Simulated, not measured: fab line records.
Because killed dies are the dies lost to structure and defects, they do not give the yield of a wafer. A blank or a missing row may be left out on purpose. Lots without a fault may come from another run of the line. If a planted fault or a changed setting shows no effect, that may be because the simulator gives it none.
Matching of chambers    flow n5_finfet    rie_diel-02 running N5_MOL_CONTACT_COAG_DESCUM_13: 4 sister chambers
The step chemistry O2, time 7 s. 4 wafers are shown with their chamber, then 9 later ones without.

EACH WAFER AND ITS CHAMBER
wafer   chamber  showerhead_plenum_p_Torr (Torr)
L087.6  3        2.13
L090.2  2        2.15
L090.3  0        1.99
L090.4  1        2.15

WAFERS WITHOUT THEIR CHAMBER
wafer   showerhead_plenum_p_Torr (Torr)
L091.1  1.98
L091.3  2.15
L091.4  2.12
L096.1  2.15
L096.2  2.12
L096.4  1.98
L097.4  2.14
L097.5  1.98
L097.6  2.14

THE CHAMBER EACH PASSED THROUGH
wafer   from the rows above           in truth
L091.1  0                             0
L091.3  can't be placed: 1 or 2       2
L091.4  3                             3
L096.1  can't be placed: 1 or 2       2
L096.2  3                             3
L096.4  0                             0
L097.4  can't be placed: 1 or 2 or 3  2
L097.5  0                             0
L097.6  can't be placed: 1 or 2 or 3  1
Correct placement for 5 of the 9. These rows do not allow placing 4 (true chamber among the candidates in 4). Number placed wrongly: 0.
How it was worked out, from the rows above alone: a wafer's distance from a chamber is the root of the sum, over the readings, of the square of ((its reading less the chamber's mean) divided by the reading's scatter). The wafer belongs to the nearest chamber; if the next one is less than 2 further off, it can't be placed. A chamber's mean is the mean of its shown wafers. The scatter (one wafer shown for each chamber): square how far every hidden wafer sits from the nearest shown wafer, average those squares and take the square root.
